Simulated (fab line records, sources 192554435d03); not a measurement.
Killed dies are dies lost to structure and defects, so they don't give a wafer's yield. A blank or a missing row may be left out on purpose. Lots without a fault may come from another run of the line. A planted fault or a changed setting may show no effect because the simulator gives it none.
Which tool did it? | flow n5_finfet | 12 lots, 36 wafers sampled, at 1 step of a route of 1938

WHAT THE GAUGES READ, wafer by wafer
N5_BEOL_M2_CD_MEAS_35: target cd 18 nm, target cd y 22.2 nm.
lot  | measured     | on        | cd_nm (nm)
L075 | day 7 05:36  | cd_sem-02 | 18.28 17.72 18.34
L078 | day 7 10:35  | cd_sem-02 | 18.06 18.24 18.24
L079 | day 7 22:56  | cd_sem-03 | 18.02 18.36 18.21
L081 | day 9 09:05  | cd_sem-01 | 18.07 18.20 18.34
L083 | day 9 16:05  | cd_sem-02 | 17.86 18.16 17.57
L087 | day 10 03:37 | cd_sem-03 | 18.50 17.85 17.90
L085 | day 10 16:21 | cd_sem-02 | 17.46 17.18 17.34
L089 | day 10 21:06 | cd_sem-02 | 17.82 18.55 18.17
L092 | day 11 05:50 | cd_sem-01 | 18.76 18.57 18.32
L093 | day 11 17:18 | cd_sem-01 | 17.60 18.02 18.00
L095 | day 12 10:47 | cd_sem-02 | 18.22 18.07 18.34
L097 | day 12 23:29 | cd_sem-02 | 17.77 17.35 17.69

WHICH TOOL RAN EACH LOT (tool, then ch and the chambers of the sampled wafers, then the start)
The record holds no process step before these readings.

THE ANSWER, worked out from the rows above alone
Rule: what is usual is taken from the lots themselves. Put in order of their means at a reading, lots are off if they are a third of the lots or fewer, leave a main group of 4 or more, and stand apart from it by a gap of 3 or more times the standard deviation of the main group's means; of several such gaps the widest counts. A main group whose means are all the same, to the digits that the tables above print for the reading, isn't used. A lot without any number at a reading at which 4 lots or more have one is off too. The other lots that the step has rows for count as sound.
No lot is off at any reading shown: from this, nothing can be told.

WHAT THE SIMULATOR HAD PUT IN
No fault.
